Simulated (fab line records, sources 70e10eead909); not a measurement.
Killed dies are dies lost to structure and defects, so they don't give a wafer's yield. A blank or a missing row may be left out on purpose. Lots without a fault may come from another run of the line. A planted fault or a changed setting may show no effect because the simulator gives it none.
Which tool did it? | flow nand_harc | 24 lots, 72 wafers sampled, at 3 steps of a route of 1302

WHAT THE GAUGES READ, wafer by wafer
NHARC_A_CHANNEL_HOLE_D1_OVL_MEAS_11. Usual: overlay_x_nm 0.1 nm, standard deviation 0.95; overlay_y_nm -0.1 nm, standard deviation 0.69.
lot  | measured     | on         | overlay_x_nm (nm) | overlay_y_nm (nm) | flag
L074 | day 8 07:16  | overlay-02 | 0.6 0.8 1.3       | -0.6 -0.5 -0.4    |
L075 | day 8 17:48  | overlay-01 | 0.7 0.5 0.4       | -0.9 -0.9 -0.9    |
L076 | day 9 04:25  | overlay-02 | 0.0 -0.2 0.0      | -0.5 -0.5 -0.8    |
L077 | day 9 16:56  | overlay-02 | 0.6 0.4 1.0       | -0.5 0.5 -0.1     |
L078 | day 10 00:49 | overlay-02 | 2.1 1.9 1.5       | -0.1 -0.5 -0.3    |
L079 | day 10 07:32 | overlay-01 | -1.5 -1.6 -1.6    | 0.7 -0.2 0.6      |
L080 | day 10 19:17 | overlay-01 | -0.2 -0.5 -0.1    | 0.0 0.0 -0.1      |
L081 | day 11 14:26 | overlay-01 | -1.1 -1.3 -0.8    | -0.1 0.0 -0.1     |
L082 | day 11 22:33 | overlay-02 | -0.3 0.0 -0.1     | -1.5 -0.2 -0.9    |
L083 | day 12 18:22 | overlay-01 | 0.4 0.4 0.5       | -0.3 -0.4 -0.5    |
L085 | day 13 03:10 | overlay-02 | 1.9 2.4 2.3       | -0.1 0.5 0.2      |
L084 | day 13 03:21 | overlay-02 | 0.2 0.7 0.5       | 1.9 1.5 1.5       |
L086 | day 13 08:49 | overlay-01 | 1.6 0.3 1.2       | -0.3 -0.5 -0.4    |
L088 | day 14 09:54 | overlay-02 | 1.6 1.0 1.0       | 0.1 -0.3 -0.7     |
L087 | day 14 10:07 | overlay-01 | 0.7 0.8 0.7       | 1.3 1.3 1.2       |
L089 | day 14 17:48 | overlay-02 | -1.6 -1.5 -0.7    | 0.0 0.0 0.2       |
L090 | day 15 09:09 | overlay-01 | -0.3 -0.5 0.1     | 0.4 -0.3 -0.9     |
L091 | day 15 09:58 | overlay-01 | 0.1 0.2 0.3       | -0.6 -0.2 -0.4    |
L092 | day 15 22:28 | overlay-02 | -0.5 -0.1 -0.2    | 1.0 0.8 1.2       |
L093 | day 16 09:02 | overlay-02 | -1.3 -1.1 -0.8    | -1.4 -0.9 -0.5    |
L094 | day 16 20:44 | overlay-01 | 0.6 0.8 0.9       | -1.0 -0.8 -0.7    |
L095 | day 17 08:02 | overlay-02 | -0.7 -0.5 -0.9    | -1.0 -0.2 -1.0    |
L096 | day 17 13:01 | overlay-01 | -1.4 -1.0 -1.2    | -0.1 -0.5 -0.2    |
L097 | day 17 23:14 | overlay-01 | -0.6 -0.4 -0.5    | 0.3 1.0 0.5       |

NHARC_A_CHANNEL_HOLE_D2_OVL_MEAS_11. Usual: overlay_x_nm 0.1 nm, standard deviation 0.88; overlay_y_nm -0.1 nm, standard deviation 0.57.
lot  | measured     | on         | overlay_x_nm (nm) | overlay_y_nm (nm) | flag
L074 | day 13 04:53 | overlay-01 | -0.5 0.0 -0.4     | 0.2 0.8 0.3       |
L075 | day 13 18:48 | overlay-02 | 0.3 -0.8 0.1      | 0.1 0.8 0.4       |
L076 | day 14 00:33 | overlay-01 | 0.9 0.3 0.4       | -0.5 -1.2 -1.0    |
L077 | day 14 07:53 | overlay-01 | -1.0 -0.9 -1.2    | 0.1 -0.2 0.0      |
L078 | day 14 17:06 | overlay-02 | 0.5 0.6 1.0       | 0.4 0.3 0.6       |
L079 | day 14 15:20 | overlay-02 | 2.2 1.7 2.4       | -0.6 -0.2 -0.2    |
L080 | day 15 08:04 | overlay-02 | -1.0 -0.6 -0.4    | 0.3 0.4 0.2       |
L081 | day 16 00:38 | overlay-01 | -1.0 -1.7 -1.3    | 0.3 0.5 0.2       |
L082 | day 16 15:59 | overlay-01 | -0.1 0.2 -0.3     | -0.7 -1.0 -1.1    |
L083 | day 17 09:50 | overlay-02 | -0.1 0.0 -0.1     | -0.2 -0.7 -0.6    |
L085 | day 17 17:34 | overlay-01 | -1.3 -0.7 -1.0    | 0.8 0.6 0.6       |
L084 | day 17 17:35 | overlay-02 | -0.3 -0.2 0.0     | 0.5 0.8 1.0       |
L086 | day 18 00:08 | overlay-01 | -1.7 -0.9 -1.4    | -0.8 0.0 -0.2     |
L088 | day 19 04:05 | overlay-02 | 0.2 0.6 0.5       | -0.3 -0.6 -0.3    |
L087 | day 19 03:56 | overlay-01 | 0.7 1.0 0.7       | 0.4 0.9 0.5       |
L089 | day 19 20:58 | overlay-02 | 0.0 -0.1 -0.2     | -0.7 -0.3 -0.3    |
L090 | day 20 05:43 | overlay-02 | -0.4 -0.3 -0.6    | -0.8 -0.5 -1.2    |
L091 | day 20 05:23 | overlay-02 | 1.1 0.7 0.5       | -0.8 -0.1 -0.7    |
L092 | day 20 11:08 | overlay-02 | 1.4 1.2 1.2       | -0.4 0.6 0.0      |
L093 | day 21 00:36 | overlay-01 | -0.2 -0.7 0.1     | 0.1 -0.5 0.3      |
L094 | day 21 12:48 | overlay-01 | -1.3 -1.0 -0.9    | -0.5 0.5 -0.1     |
L095 | day 22 01:56 | overlay-02 | 0.0 -0.1 0.2      | -0.5 -0.4 0.0     |
L096 | day 22 02:12 | overlay-01 | 1.1 1.3 1.6       | 0.9 0.9 1.4       |
L097 | day 23 00:01 | overlay-02 | 0.4 0.5 0.8       | -0.7 0.1 0.1      |

WHICH TOOL RAN EACH LOT (tool, then ch and the chambers of the sampled wafers, then the start)
lot  | NHARC_A_ZERO_WELL_ETCH_13
L074 | rie_si-04 ch 0,1, day 6 19:10
L075 | rie_si-01 ch 0,1,3, day 7 01:05
L076 | rie_si-06 ch 0,1,3, day 7 14:46
L077 | rie_si-01 ch 1,2, day 7 23:04
L078 | rie_si-04 ch 1,2, day 8 10:18
L079 | rie_si-01 ch 0,1,3, day 8 17:42
L080 | rie_si-04 ch 1,2,3, day 9 05:45
L081 | rie_si-04 ch 0,2,3, day 9 21:35
L082 | rie_si-06 ch 1,2, day 10 03:28
L083 | rie_si-06 ch 0,3, day 11 01:46
L085 | rie_si-04 ch 1,2,3, day 11 08:45
L084 | rie_si-01 ch 1,2,3, day 11 10:37
L086 | rie_si-04 ch 0,1,3, day 11 16:26
L088 | rie_si-04 ch 0,1, day 12 17:55
L087 | rie_si-01 ch 1,2, day 12 19:24
L089 | rie_si-06 ch 1,2, day 12 22:36
L090 | rie_si-01 ch 2,3, day 13 14:13
L091 | rie_si-04 ch 1,3, day 13 16:09
L092 | rie_si-01 ch 1,2,3, day 14 03:56
L093 | rie_si-06 ch 0,1,3, day 14 14:47
L094 | rie_si-04 ch 0,3, day 15 04:41
L095 | rie_si-04 ch 0,2, day 15 16:04
L096 | rie_si-06 ch 1,2,3, day 15 21:35
L097 | rie_si-01 ch 1,2,3, day 16 05:30
- NHARC_A_ZERO_WELL_ETCH_13: etches the open film in HBr/Cl2, target depth 120 nm, time 40.1 s.

WHAT THE TOOLS THEMSELVES READ (means of the sampled wafers that have a number; where no wafer has one, the mark that the record gives instead)
NHARC_A_ZERO_WELL_ETCH_13. Usual: drypump_motor_current_A 5.8 A, standard deviation 0.34; oes_product_au 1.001 a.u., standard deviation 0.0082; throttle_valve_pct 26.405 %, standard deviation 0.0095.
lot  | tool      | drypump_motor_current_A (A) | oes_product_au (a.u.) | throttle_valve_pct (%) | flag
L074 | rie_si-04 | 5.8                         | 0.995                 | 26.410                 |
L075 | rie_si-01 | 5.8                         | 0.991                 | 26.401                 |
L076 | rie_si-06 | 5.7                         | 1.004                 | 26.408                 |
L077 | rie_si-01 | 6.4                         | 0.995                 | 26.408                 |
L078 | rie_si-04 | 5.5                         | 0.994                 | 26.406                 |
L079 | rie_si-01 | 5.8                         | 0.994                 | 26.404                 |
L080 | rie_si-04 | 5.6                         | 1.002                 | 26.403                 |
L081 | rie_si-04 | 5.6                         | 1.009                 | 26.400                 |
L082 | rie_si-06 | 5.5                         | 0.998                 | 26.412                 |
L083 | rie_si-06 | 5.8                         | 1.003                 | 26.416                 |
L085 | rie_si-04 | 5.6                         | 1.002                 | 26.409                 |
L084 | rie_si-01 | 6.2                         | 1.003                 | 26.399                 |
L086 | rie_si-04 | 5.8                         | 0.997                 | 26.400                 |
L088 | rie_si-04 | 5.8                         | 1.005                 | 26.408                 |
L087 | rie_si-01 | 6.5                         | 1.000                 | 26.407                 |
L089 | rie_si-06 | 5.6                         | 1.012                 | 26.410                 |
L090 | rie_si-01 | 6.3                         | 1.003                 | 26.403                 |
L091 | rie_si-04 | 5.8                         | 0.999                 | 26.398                 |
L092 | rie_si-01 | 6.2                         | 1.009                 | 26.400                 |
L093 | rie_si-06 | 5.7                         | 1.008                 | 26.404                 |
L094 | rie_si-04 | 5.7                         | 0.994                 | 26.401                 |
L095 | rie_si-04 | 5.7                         | 0.999                 | 26.396                 |
L096 | rie_si-06 | 5.8                         | 1.004                 | 26.406                 |
L097 | rie_si-01 | 6.2                         | 0.997                 | 26.407                 |

THE ANSWER, worked out from the rows above alone
Rule: a lot is off if the mean of its wafers that have a number lies more than 3 standard deviations from the usual mean. A lot without any number at a reading at which 4 lots or more have one is off too. The other lots that the step has rows for count as sound. The gauges are gone through in route order, then the tools' own readings, and for those a lot's mean is taken as printed above. The first step at which some lot is off is used, and at that step the reading that is off furthest; a lot without a number counts as furthest.
No lot is off at any reading shown: from this, nothing can be told.

WHAT THE SIMULATOR HAD PUT IN
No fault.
